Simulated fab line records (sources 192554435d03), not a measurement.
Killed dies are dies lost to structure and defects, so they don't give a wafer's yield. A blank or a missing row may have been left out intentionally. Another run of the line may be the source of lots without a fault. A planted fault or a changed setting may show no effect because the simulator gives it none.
Which of the tools did it? / flow n5-finfet / 11 lots, 33 wafers sampled, at 5 steps of a route of 1938

WHAT EACH GAUGE READ, for each wafer
N5_BEOL_M4_RC_MEAS_101.
lot=L790; measured=day 8 06:11; on=prober-01; DIBL_N (mV/V)=33.5 37.7 34.6; DIBL_P (mV/V)=31.3 36.1 32.5; IOFF_N (nA/um)=0.11 0.17 0.13; IOFF_P (nA/um)=0.14 0.20 0.15; ION_N (uA/um)=649 662 664; ION_P (uA/um)=443 455 452; SS_N (mV/dec)=70.3 72.0 71.9; SS_P (mV/dec)=72.5 73.5 72.4; VT_N (mV)=254 253 253; VT_P (mV)=-258 -252 -256
lot=L792; measured=day 8 18:02; on=prober-02; DIBL_N (mV/V)=36.8 35.1 34.9; DIBL_P (mV/V)=36.4 34.4 34.6; IOFF_N (nA/um)=0.15 0.13 0.13; IOFF_P (nA/um)=0.20 0.18 0.18; ION_N (uA/um)=654 664 668; ION_P (uA/um)=452 455 459; SS_N (mV/dec)=72.1 70.7 71.4; SS_P (mV/dec)=73.0 72.6 73.1; VT_N (mV)=254 253 253; VT_P (mV)=-254 -253 -253
lot=L793; measured=day 9 00:40; on=prober-01; DIBL_N (mV/V)=34.9 33.6 33.5; DIBL_P (mV/V)=35.4 34.7 34.3; IOFF_N (nA/um)=0.14 0.13 0.14; IOFF_P (nA/um)=0.21 0.20 0.21; ION_N (uA/um)=667 671 681; ION_P (uA/um)=468 470 480; SS_N (mV/dec)=71.2 71.3 71.0; SS_P (mV/dec)=72.8 72.7 72.3; VT_N (mV)=249 250 249; VT_P (mV)=-248 -248 -247
lot=L794; measured=day 9 06:25; on=prober-02; DIBL_N (mV/V)=39.9 38.3 37.1; DIBL_P (mV/V)=40.2 37.8 35.9; IOFF_N (nA/um)=0.22 0.18 0.17; IOFF_P (nA/um)=0.26 0.23 0.21; ION_N (uA/um)=692 689 701; ION_P (uA/um)=471 473 477; SS_N (mV/dec)=72.2 71.7 71.5; SS_P (mV/dec)=75.1 73.6 74.6; VT_N (mV)=247 247 246; VT_P (mV)=-246 -246 -248
lot=L796; measured=day 9 10:14; on=prober-01; DIBL_N (mV/V)=33.6 36.4 35.0; DIBL_P (mV/V)=31.7 35.0 34.1; IOFF_N (nA/um)=0.10 0.14 0.12; IOFF_P (nA/um)=0.16 0.21 0.20; ION_N (uA/um)=667 675 663; ION_P (uA/um)=464 462 462; SS_N (mV/dec)=70.8 72.4 70.9; SS_P (mV/dec)=71.8 72.9 72.1; VT_N (mV)=257 252 255; VT_P (mV)=-254 -248 -249
lot=L799; measured=day 13 07:37; on=prober-01; DIBL_N (mV/V)=38.0 39.8 36.5; DIBL_P (mV/V)=36.9 38.6 34.7; IOFF_N (nA/um)=0.18 0.22 0.15; IOFF_P (nA/um)=0.25 0.28 0.21; ION_N (uA/um)=688 686 667; ION_P (uA/um)=464 470 458; SS_N (mV/dec)=71.5 72.1 71.7; SS_P (mV/dec)=73.6 74.4 72.7; VT_N (mV)=248 247 251; VT_P (mV)=-250 -246 -250
lot=L801; measured=day 14 08:04; on=prober-02; DIBL_N (mV/V)=37.1 37.9 36.8; DIBL_P (mV/V)=36.4 38.7 35.7; IOFF_N (nA/um)=0.16 0.19 0.15; IOFF_P (nA/um)=0.20 0.26 0.21; ION_N (uA/um)=672 674 676; ION_P (uA/um)=461 468 469; SS_N (mV/dec)=72.1 71.9 71.6; SS_P (mV/dec)=73.9 74.0 73.9; VT_N (mV)=255 250 251; VT_P (mV)=-252 -248 -250
lot=L807; measured=day 14 09:01; on=prober-01; DIBL_N (mV/V)=36.4 36.8 36.2; DIBL_P (mV/V)=36.4 38.3 37.6; IOFF_N (nA/um)=0.18 0.19 0.18; IOFF_P (nA/um)=0.21 0.24 0.25; ION_N (uA/um)=668 685 681; ION_P (uA/um)=460 466 469; SS_N (mV/dec)=72.1 71.9 71.6; SS_P (mV/dec)=73.0 74.0 74.3; VT_N (mV)=249 247 246; VT_P (mV)=-249 -248 -246
lot=L810; measured=day 14 12:35; on=prober-02; DIBL_N (mV/V)=35.8 34.3 36.3; DIBL_P (mV/V)=36.4 34.6 36.0; IOFF_N (nA/um)=0.15 0.13 0.15; IOFF_P (nA/um)=0.23 0.19 0.21; ION_N (uA/um)=676 673 676; ION_P (uA/um)=469 465 465; SS_N (mV/dec)=72.4 71.7 72.0; SS_P (mV/dec)=73.1 72.1 72.5; VT_N (mV)=251 253 251; VT_P (mV)=-249 -250 -249
lot=L800; measured=day 14 14:58; on=prober-01; DIBL_N (mV/V)=36.0 35.6 36.2; DIBL_P (mV/V)=36.1 35.3 35.1; IOFF_N (nA/um)=0.17 0.16 0.17; IOFF_P (nA/um)=0.25 0.23 0.22; ION_N (uA/um)=686 681 678; ION_P (uA/um)=473 468 467; SS_N (mV/dec)=71.2 71.7 71.7; SS_P (mV/dec)=72.8 72.9 73.2; VT_N (mV)=246 247 247; VT_P (mV)=-243 -249 -248
lot=L811; measured=day 15 04:40; on=prober-01; DIBL_N (mV/V)=36.2 36.5 36.9; DIBL_P (mV/V)=36.7 36.7 37.3; IOFF_N (nA/um)=0.15 0.15 0.16; IOFF_P (nA/um)=0.21 0.21 0.21; ION_N (uA/um)=668 668 665; ION_P (uA/um)=460 458 457; SS_N (mV/dec)=71.1 70.7 71.4; SS_P (mV/dec)=73.1 73.2 74.1; VT_N (mV)=250 251 251; VT_P (mV)=-249 -248 -250

EACH LOT AND THE TOOL THAT RAN IT (in order: tool; ch and the chambers of the sampled wafers; start)
lot=L790; N5_BEOL_M4_PRE_CLEAN_45=pvd-sputter-02, day 8 02:23; N5_BEOL_M4_ALD_84=ald-metal-02 ch 2,3, day 8 02:28; N5_BEOL_M4_SURFACE_TREAT_85=pvd-sputter-03, day 8 02:44; N5_BEOL_M4_ANNEAL_87=pvd-sputter-03, day 8 03:46
lot=L792; N5_BEOL_M4_PRE_CLEAN_45=pvd-sputter-03, day 8 13:56; N5_BEOL_M4_ALD_84=ald-metal-01 ch 1,3, day 8 14:13; N5_BEOL_M4_SURFACE_TREAT_85=pvd-sputter-03, day 8 14:31; N5_BEOL_M4_ANNEAL_87=pvd-sputter-03, day 8 15:50
lot=L793; N5_BEOL_M4_PRE_CLEAN_45=pvd-sputter-01, day 8 20:59; N5_BEOL_M4_ALD_84=ald-metal-03 ch 0,2,3, day 8 21:02; N5_BEOL_M4_SURFACE_TREAT_85=pvd-sputter-03, day 8 21:19; N5_BEOL_M4_ANNEAL_87=pvd-sputter-02, day 8 22:31
lot=L794; N5_BEOL_M4_PRE_CLEAN_45=pvd-sputter-02, day 9 02:54; N5_BEOL_M4_ALD_84=ald-metal-01 ch 1,2,3, day 9 02:58; N5_BEOL_M4_SURFACE_TREAT_85=pvd-sputter-03, day 9 03:11; N5_BEOL_M4_ANNEAL_87=pvd-sputter-03, day 9 04:09
lot=L796; N5_BEOL_M4_PRE_CLEAN_45=pvd-sputter-03, day 9 06:08; N5_BEOL_M4_ALD_84=ald-metal-01 ch 0,1,2, day 9 06:13; N5_BEOL_M4_SURFACE_TREAT_85=pvd-sputter-03, day 9 06:32; N5_BEOL_M4_ANNEAL_87=pvd-sputter-02, day 9 07:40
lot=L799; N5_BEOL_M4_PRE_CLEAN_45=pvd-sputter-03, day 13 02:13; N5_BEOL_M4_ALD_84=ald-metal-03 ch 0,1,2, day 13 02:17; N5_BEOL_M4_SURFACE_TREAT_85=pvd-sputter-03, day 13 02:30; N5_BEOL_M4_ANNEAL_87=pvd-sputter-01, day 13 05:19
lot=L801; N5_BEOL_M4_PRE_CLEAN_45=pvd-sputter-01, day 14 04:06; N5_BEOL_M4_ALD_84=ald-metal-03 ch 0,1,3, day 14 04:11; N5_BEOL_M4_SURFACE_TREAT_85=pvd-sputter-01, day 14 04:26; N5_BEOL_M4_ANNEAL_87=pvd-sputter-02, day 14 05:56
lot=L807; N5_BEOL_M4_PRE_CLEAN_45=pvd-sputter-01, day 14 04:11; N5_BEOL_M4_ALD_84=ald-metal-02 ch 1,3, day 14 04:16; N5_BEOL_M4_SURFACE_TREAT_85=pvd-sputter-01, day 14 04:29; N5_BEOL_M4_ANNEAL_87=pvd-sputter-03, day 14 06:44
lot=L810; N5_BEOL_M4_PRE_CLEAN_45=pvd-sputter-03, day 14 09:07; N5_BEOL_M4_ALD_84=ald-metal-01 ch 1,2,3, day 14 09:11; N5_BEOL_M4_SURFACE_TREAT_85=pvd-sputter-03, day 14 09:30; N5_BEOL_M4_ANNEAL_87=pvd-sputter-03, day 14 10:28
lot=L800; N5_BEOL_M4_PRE_CLEAN_45=pvd-sputter-02, day 14 09:38; N5_BEOL_M4_ALD_84=ald-metal-01 ch 0,3, day 14 09:45; N5_BEOL_M4_SURFACE_TREAT_85=pvd-sputter-02, day 14 09:59; N5_BEOL_M4_ANNEAL_87=pvd-sputter-03, day 14 12:18
lot=L811; N5_BEOL_M4_PRE_CLEAN_45=pvd-sputter-03, day 14 23:26; N5_BEOL_M4_ALD_84=ald-metal-02 ch 0,2, day 14 23:30; N5_BEOL_M4_SURFACE_TREAT_85=pvd-sputter-01, day 14 23:58; N5_BEOL_M4_ANNEAL_87=pvd-sputter-01, day 15 01:20
- N5_BEOL_M4_PRE_CLEAN_45: time 30 s.
- N5_BEOL_M4_ALD_84: deposits TaN, pulse time 2 s, purge time 3 s, co reactant purge time 2 s.
- N5_BEOL_M4_SURFACE_TREAT_85
- N5_BEOL_M4_ANNEAL_87: time 240 s.

WHAT THE TOOLS THEMSELVES READ (means of the sampled wafers that have a number; where no wafer has one, the mark that the record gives instead)
N5_BEOL_M4_PRE_CLEAN_45.
lot=L790; tool=pvd-sputter-02; heater-power-w (W)=327
lot=L792; tool=pvd-sputter-03; heater-power-w (W)=345
lot=L793; tool=pvd-sputter-01; heater-power-w (W)=332
lot=L794; tool=pvd-sputter-02; heater-power-w (W)=331
lot=L796; tool=pvd-sputter-03; heater-power-w (W)=343
lot=L799; tool=pvd-sputter-03; heater-power-w (W)=343
lot=L801; tool=pvd-sputter-01; heater-power-w (W)=324
lot=L807; tool=pvd-sputter-01; heater-power-w (W)=307
lot=L810; tool=pvd-sputter-03; heater-power-w (W)=339
lot=L800; tool=pvd-sputter-02; heater-power-w (W)=320
lot=L811; tool=pvd-sputter-03; heater-power-w (W)=357

N5_BEOL_M4_ALD_84.
lot=L790; tool=ald-metal-02; heater-power-w (W)=465
lot=L792; tool=ald-metal-01; heater-power-w (W)=437
lot=L793; tool=ald-metal-03; heater-power-w (W)=404
lot=L794; tool=ald-metal-01; heater-power-w (W)=421
lot=L796; tool=ald-metal-01; heater-power-w (W)=389
lot=L799; tool=ald-metal-03; heater-power-w (W)=425
lot=L801; tool=ald-metal-03; heater-power-w (W)=411
lot=L807; tool=ald-metal-02; heater-power-w (W)=375
lot=L810; tool=ald-metal-01; heater-power-w (W)=428
lot=L800; tool=ald-metal-01; heater-power-w (W)=396
lot=L811; tool=ald-metal-02; heater-power-w (W)=479

N5_BEOL_M4_ANNEAL_87.
lot=L790; tool=pvd-sputter-03; heater-power-w (W)=872
lot=L792; tool=pvd-sputter-03; heater-power-w (W)=896
lot=L793; tool=pvd-sputter-02; heater-power-w (W)=777
lot=L794; tool=pvd-sputter-03; heater-power-w (W)=871
lot=L796; tool=pvd-sputter-02; heater-power-w (W)=822
lot=L799; tool=pvd-sputter-01; heater-power-w (W)=805
lot=L801; tool=pvd-sputter-02; heater-power-w (W)=832
lot=L807; tool=pvd-sputter-03; heater-power-w (W)=864
lot=L810; tool=pvd-sputter-03; heater-power-w (W)=899
lot=L800; tool=pvd-sputter-03; heater-power-w (W)=884
lot=L811; tool=pvd-sputter-01; heater-power-w (W)=829

THE ANSWER, worked out from the rows above alone
Rule: usual is defined by the lots themselves. The widest of any qualifying gaps counts: lots, ordered by their means at a reading, are off when they make up no more than a third of the lots, leave a main group of 4 or more, and stand apart from it by 3 or more times the standard deviation of that group's means. A main group whose means are all the same, to the digits that the tables above print for the reading, isn't used. A lot without any number at a reading at which 4 lots or more have one is off too. The other lots that the step has rows for count as sound. Order of review: gauges by route order, followed by the tools' own readings, for which a lot's mean as printed above is used. The first step at which some lot is off is used, and at that step the reading that is off furthest; a lot without a number counts as furthest.
No lot is off on any of the readings shown, so nothing can be concluded from this.

WHAT THE SIMULATOR HAD INSERTED
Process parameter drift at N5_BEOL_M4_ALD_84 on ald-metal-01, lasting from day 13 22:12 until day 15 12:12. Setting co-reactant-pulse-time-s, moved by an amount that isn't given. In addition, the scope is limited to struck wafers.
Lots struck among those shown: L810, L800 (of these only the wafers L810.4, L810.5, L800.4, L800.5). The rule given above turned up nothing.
